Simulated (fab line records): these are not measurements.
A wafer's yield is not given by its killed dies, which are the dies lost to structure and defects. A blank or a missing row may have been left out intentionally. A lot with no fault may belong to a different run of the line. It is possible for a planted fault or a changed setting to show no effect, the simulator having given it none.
What tool caused it?	flow nand harc	7 lots with 21 wafers sampled at 4 steps, on a route of 1302 steps

## WHAT THE GAUGES READ, wafer by wafer
NHARC_A_WL_FILL_INSPECT_15.
lot	measured	on	raw defect count
L445	day 21 21:34	defect inspect-01	388 402 341
L447	day 22 09:49	defect inspect-02	678 463 471
L448	day 22 16:49	defect inspect-01	612 332 556
L453	day 24 18:17	defect inspect-01	425 403 431
L455	day 25 15:26	defect inspect-01	449 339 460
L464	day 29 02:41	defect inspect-02	470 506 425
L467	day 31 07:02	defect inspect-02	399 419 402

## EACH LOT AND THE TOOL THAT RAN IT (in order: tool; ch and the chambers of the sampled wafers; start)
lot	NHARC_A_WL_FILL_STRIP_27	NHARC_A_WL_FILL_ALD_19	NHARC_A_WL_FILL_CMP_12
L445	plasma asher-02 ch 0,1, day 21 04:56	ald metal-04 ch 1,2, day 21 20:34	cmp-04 ch 0,1,3, day 21 21:08
L447	plasma asher-01 ch 0,1, day 21 17:01	ald metal-03 ch 0,1,3, day 22 09:01	cmp-01 ch 0,1,2, day 22 09:25
L448	plasma asher-02 ch 0,1, day 22 00:47	ald metal-03 ch 0,2,3, day 22 15:59	cmp-01 ch 0,3, day 22 16:20
L453	plasma asher-02 ch 0,1, day 24 00:58	ald metal-02 ch 1,2,3, day 24 17:27	cmp-04 ch 0,2,3, day 24 17:49
L455	plasma asher-01 ch 0,1, day 24 19:59	ald metal-04 ch 0,1,2, day 25 14:35	cmp-01 ch 0,1,2, day 25 14:58
L464	plasma asher-02 ch 0, day 28 11:44	ald metal-03 ch 0,1, day 29 01:50	cmp-03 ch 2,3, day 29 02:13
L467	plasma asher-02 ch 0,1, day 30 13:52	ald metal-02 ch 0,1,3, day 31 06:14	cmp-01 ch 0,1, day 31 06:34
- NHARC_A_WL_FILL_STRIP_27: strips in N2/H2, time 20 s.
- NHARC_A_WL_FILL_ALD_19: deposits TiN, target thk 2 nm, pulse time 3 s, ald cycles 100.
- NHARC_A_WL_FILL_CMP_12: polishes, t overpolish 30 s, target thk 100 nm.

## THE ANSWER, worked out from the rows above alone
Rule: usual is defined by the lots themselves. The widest of any qualifying gaps counts: lots, ordered by their means at a reading, are off when they make up no more than a third of the lots, leave a main group of 4 or more, and stand apart from it by 3 or more times the standard deviation of that group's means. A main group is skipped when, at the precision printed for the reading in the tables above, its means are all equal. Also off: a lot with no number at a reading for which 4 or more lots have one. All remaining lots with rows at the step are treated as sound.
No lot is off at any reading shown: from this, nothing can be told.

## WHAT HAD BEEN PUT IN BY THE SIMULATOR
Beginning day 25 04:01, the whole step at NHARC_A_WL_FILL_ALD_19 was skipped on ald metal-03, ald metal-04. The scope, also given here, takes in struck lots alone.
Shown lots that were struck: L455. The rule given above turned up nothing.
